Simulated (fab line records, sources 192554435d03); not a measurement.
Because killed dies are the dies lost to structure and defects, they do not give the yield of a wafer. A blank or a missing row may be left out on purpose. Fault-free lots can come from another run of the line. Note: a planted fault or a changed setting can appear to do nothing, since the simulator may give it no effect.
Lot-split experiment ; flow n5_finfet ; on a route of 1938 steps: 7 lots, 39 wafers read

## SPLIT DETAILS
At N5_SD_EPI_P_ETCH_16 (etches SiO2 in CHF3/O2, target depth 5 nm), the setting target_depth_a was moved away from the recipe's 50 angstrom on 12 of the 39 wafers read, by -51.5% to +58.3%. This setting was run at the recipe's value on the other wafers.

The reading comes from the split's own step.

## THE READING
etch.depth_nm (the simulator's own value, which no gauge read), in nm, at N5_SD_EPI_P_ETCH_16 (etches SiO2 in CHF3/O2, target depth 5 nm). There is no usual value for it anywhere in the file. Average 4.967 nm, standard deviation 0.09 nm, over the 27 wafers here run with the recipe.

wafer;tool, chamber at the split;target_depth_a as run, angstrom;against the recipe;etch.depth_nm, nm;against lot-mates on the recipe
L076.1;rie_diel-06, 0;50;recipe;4.854;-
L076.2;rie_diel-06, 3;50;recipe;5.065;-
L076.3;rie_diel-06, 1;50;recipe;4.9;-
L076.4;rie_diel-06, 2;50;recipe;4.961;-
L076.5;rie_diel-06, 1;50;recipe;4.908;-
L076.6;rie_diel-06, 2;50;recipe;4.925;-
L078.1;rie_diel-05, 0;50;recipe;4.893;-
L078.2;rie_diel-05, 2;50;recipe;5.068;-
L078.3;rie_diel-05, 3;50;recipe;4.949;-
L083.1;rie_diel-06, 0;50;recipe;4.981;-
L083.2;rie_diel-06, 3;50;recipe;5.2;-
L083.3;rie_diel-06, 1;50;recipe;4.988;-
L083.4;rie_diel-06, 2;50;recipe;5.004;-
L083.5;rie_diel-06, 3;50;recipe;5.118;-
L083.6;rie_diel-06, 0;50;recipe;4.996;-
L084.1;rie_diel-02, 3;79.17;+58.3%;7.76;+2.837
L084.2;rie_diel-02, 0;50;recipe;5.065;-
L084.3;rie_diel-02, 2;50;recipe;4.765;-
L084.4;rie_diel-02, 1;50;recipe;4.939;-
L084.5;rie_diel-02, 2;79.17;+58.3%;7.583;+2.660
L084.6;rie_diel-02, 3;79.17;+58.3%;7.731;+2.808
L085.1;rie_diel-06, 3;50;recipe;5.105;-
L085.2;rie_diel-06, 0;50;recipe;4.944;-
L085.3;rie_diel-06, 2;75.27;+50.5%;7.495;+2.489
L085.4;rie_diel-06, 1;50;recipe;4.968;-
L085.5;rie_diel-06, 0;75.27;+50.5%;7.452;+2.446
L085.6;rie_diel-06, 1;75.27;+50.5%;7.505;+2.499
L093.1;rie_diel-06, 0;50;recipe;4.938;-
L093.2;rie_diel-06, 1;40.71;-18.6%;4.041;-0.900
L093.3;rie_diel-06, 2;40.71;-18.6%;4.024;-0.917
L093.4;rie_diel-06, 0;50;recipe;4.946;-
L093.5;rie_diel-06, 1;40.71;-18.6%;4.039;-0.902
L093.6;rie_diel-06, 2;50;recipe;4.94;-
L094.1;rie_diel-06, 0;24.23;-51.5%;2.362;-2.535
L094.2;rie_diel-06, 2;50;recipe;4.874;-
L094.3;rie_diel-06, 1;50;recipe;4.921;-
L094.4;rie_diel-06, 1;24.23;-51.5%;2.38;-2.517
L094.5;rie_diel-06, 0;50;recipe;4.896;-
L094.6;rie_diel-06, 2;24.23;-51.5%;2.363;-2.534

FIT RESULTS
A straight line over all 39 wafers: etch.depth_nm changes by +0.0489 nm for each +1% of target_depth_a; r = +1.00; the points scatter about the line by 0.091 nm.
The same after taking each lot's own level away (the mean of its wafers on the recipe; 39 wafers): +0.0485 nm for each +1%; r = +1.00; scatter 0.07 nm.
On that fit, the largest move of target_depth_a shifts the reading by 2.8 nm.
Across the lots, their own levels run from 4.8970 to 5.0478 nm, a range of 1.7 times the standard deviation given above.
Consequently the slope shifts little with the lot-to-lot level, the two slopes agreeing.
Check: with one of the wafers moved furthest among these (+58.3%) left out of the fit, the line predicts +2.82 nm for it against its lot-mates. Against them it came out at +2.84 nm.

## FURTHER SPLITS ON THESE WAFERS
Note: prior to the reading, these wafers also went through further splits. Each is held against what the fit with the lots' levels taken away leaves over:
other split on the same wafers;wafers away from the commonest value;r with etch.depth_nm (lot level and that fit taken away)
N5_ZERO_LAYER_DEVELOP_10 develop_time_s;12;-0.18
N5_PMOS_HMC_CHANNEL_EPI_DEVELOP_08 develop_time_s;15;-0.05

## FILE'S OWN FIT
etch.depth_nm changes by +0.0484 nm for each +1% of target_depth_a, r = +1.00.
